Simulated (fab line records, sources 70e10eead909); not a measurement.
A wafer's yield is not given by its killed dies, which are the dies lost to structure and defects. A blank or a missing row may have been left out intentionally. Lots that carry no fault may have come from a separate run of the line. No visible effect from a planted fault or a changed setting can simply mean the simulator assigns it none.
A lot that was struck, set against a sound lot    flow nand-harc    13 out of 1302 route steps
Sound: wafers L442.1, L442.3, L442.4. Struck: wafer L452.3 (L452.1, L452.2, from the same lot, were not struck and are left out); the cause is given at the end.
For every step that has rows: the tool of each side, followed by ch and its chambers, followed by its first start. Under that, the readings that differ: sound wafers    struck wafers    difference of the means    sigmas: that difference in standard deviations of wafers without a fault.
alike: words and numbers the same on both sides, and readings whose means are apart by under 2 such deviations; not compared: readings that were withheld, readings missing a value for some wafer, numbers with overlapping values and no deviation given by the record, and bounds like >300 which may hide the same value.
The two part at a step that has a row with sigmas, a row that says differs or no value, or rows on one side only. Non-overlapping numbers with no deviation appear without sigmas and do not part them. A reading that every wafer of one side lacks parts them only if that side has two wafers or more.

NHARC_A_ONON_D2_THK_MEAS_30: measures by ellipsometry.
  struck on film-metro-02, day 19 05:37; sound on film-metro-01, day 14 23:16
  alike: thk-nm
NHARC_A_ONON_D2_DEP_33: deposits SiO2, target thk 200 nm.
  sound on pecvd-03 ch 0,1,2, day 14 23:19; struck on pecvd-03 ch 1, day 19 05:56
  alike: heater-power-w, rf-fwd-power-W, throttle-valve-pct
NHARC_A_ONON_D2_THK_MEAS_34: measures by ellipsometry.
  struck on film-metro-01, day 19 06:22; sound on film-metro-01, day 14 23:44
  alike: thk-nm
NHARC_A_ONON_D2_INSPECT_32:
  struck on defect-inspect-02, day 19 06:25; sound on defect-inspect-01, day 14 23:48
  alike: raw-defect-count
NHARC_A_CHANNEL_HOLE_D2_DEP_00: deposits aC, target thk 3100 nm.
  sound on acl-dep-03 ch 0, day 14 23:52; struck on acl-dep-01 ch 0, day 19 10:21
  alike: throttle-valve-pct
NHARC_A_CHANNEL_HOLE_D2_DEP_01: deposits SiON, target thk 140 nm.
  sound on pecvd-03 ch 1,2, day 15 01:49; struck on pecvd-04 ch 1, day 19 12:15
  alike: heater-power-w, rf-fwd-power-W
then, 5 steps without rows for these wafers: NHARC_A_CHANNEL_HOLE_D2_DEHYDRATE_02 (time 120 s); NHARC_A_CHANNEL_HOLE_D2_HMDS_03 (time 30 s); NHARC_A_CHANNEL_HOLE_D2_COAT_36 (time 75 s); NHARC_A_CHANNEL_HOLE_D2_COAT_37 (time 65 s); NHARC_A_CHANNEL_HOLE_D2_COAT_04 (resist thk 90 nm).
NHARC_A_CHANNEL_HOLE_D2_SOFTBAKE_05: time 55 s.
  sound on litho-track-04 ch 0, day 15 02:00; struck on litho-track-04 ch 0, day 19 12:00
reading                   sound                 struck  difference  sigmas
heater-power-total-W (W)  188.31 188.49 188.35  322.94  +134.56     +99 or more
after that, 1 step had no rows for these wafers: NHARC_A_CHANNEL_HOLE_D2_EBR_06.

## WHERE THEY PART
At NHARC_A_CHANNEL_HOLE_D2_SOFTBAKE_05 and nowhere else, as far as this record goes.

WHY: what the simulator had put in
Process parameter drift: litho-track-04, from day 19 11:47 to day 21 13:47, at NHARC_A_CHANNEL_HOLE_D2_SOFTBAKE_05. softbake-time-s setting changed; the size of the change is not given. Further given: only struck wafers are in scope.
